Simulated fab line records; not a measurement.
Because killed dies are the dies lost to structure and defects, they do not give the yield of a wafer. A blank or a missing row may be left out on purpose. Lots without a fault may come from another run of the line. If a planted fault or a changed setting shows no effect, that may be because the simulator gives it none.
Comparing a struck lot with a sound one	flow nand-harc	14 steps out of a route of 1302
Sound: wafers L767.1, L767.5, L767.6. Wafers L783.3, L783.5, L783.6 were the ones struck. The cause comes at the end.
Per side, at each step with rows, come the tool, then ch with its chambers, and then its first start. Under that, the readings that differ: sound wafers	struck wafers	difference of the means	sigmas: that difference in standard deviations of wafers without a fault.
alike: a reading whose means differ by less than 2 such deviations, as well as words and numbers matching on both sides. not compared: withheld readings; readings where some wafer has no value; bounds like >300 that might hide an equal value; numbers whose values overlap and for which the record gives no deviation.
Wherever a step has rows on one side only, a row that says differs or no value, or a row with sigmas, the two part there. When numbers do not overlap yet have no deviation, they are printed without sigmas and do not part them. Lack of a reading on every wafer of one side parts them only where that side has two or more wafers.

first, 1 step without rows for these wafers: NHARC_A_CONTACT_STRIP_27 (strips in post etch residue remover, time 600 s).
NHARC_A_CONTACT_ALD_18: deposits TiN, target thk 3 nm, pulse time 1 s, ald cycles 150.
  sound on ald-metal-01 ch 0,3, day 23 12:42; struck on ald-metal-04 ch 1,2, day 30 06:49
  alike: heater-power-w, precursor-pulse-height-rel
NHARC_A_CONTACT_CVD_19: deposits W, target thk 300 nm, time 802 s.
  sound on cvd-w-02 ch 0,1; struck on cvd-w-02 ch 0,1
  alike: heater-power-w, mfc-ar-sccm, throttle-valve-pct
NHARC_A_CONTACT_CMP_20: polishes, t overpolish 30 s, target thk 300 nm.
  sound on cmp-02 ch 0,2,3, day 23 13:51; struck on cmp-02 ch 1,2,3, day 30 07:55
  alike: motor-current-A, overpolish-run-s, slurry-filter-dp-kPa, time-to-endpoint-s
following that, these wafers have no rows for 1 step: NHARC_A_CONTACT_SRD_22.
NHARC_A_CONTACT_INSPECT_23:
  struck on defect-inspect-01, day 30 08:16; sound on defect-inspect-02, day 23 14:11
  alike: raw-defect-count
then, 5 steps without rows for these wafers: NHARC_A_BLC_DEHYDRATE_00 (time 120 s); NHARC_A_BLC_HMDS_01 (time 30 s); NHARC_A_BLC_COAT_02 (time 75 s); NHARC_A_BLC_COAT_03 (time 65 s); NHARC_A_BLC_COAT_04 (resist thk 90 nm).
NHARC_A_BLC_SOFTBAKE_05: time 55 s.
  sound on litho-track-01 ch 0, day 23 14:00; struck on litho-track-04 ch 0, day 30 08:00
reading	sound	struck	difference	sigmas
heater-power-total-W (W)	188.29 188.36 188.29	175.39 175.24 175.56	-12.92	-92
following that, these wafers have no rows for 1 step: NHARC_A_BLC_EBR_06.
NHARC_END_SORT_01:
  the record has rows for the sound wafers here (prober-02 ch 0, day 25 08:40) and none for the struck ones

## WHERE THEY PART
First at NHARC_A_BLC_SOFTBAKE_05; last, within this record, at NHARC_END_SORT_01.

WHY: what had been put in by the simulator
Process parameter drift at NHARC_A_BLC_SOFTBAKE_05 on litho-track-04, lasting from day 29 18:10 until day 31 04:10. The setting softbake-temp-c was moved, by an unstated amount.
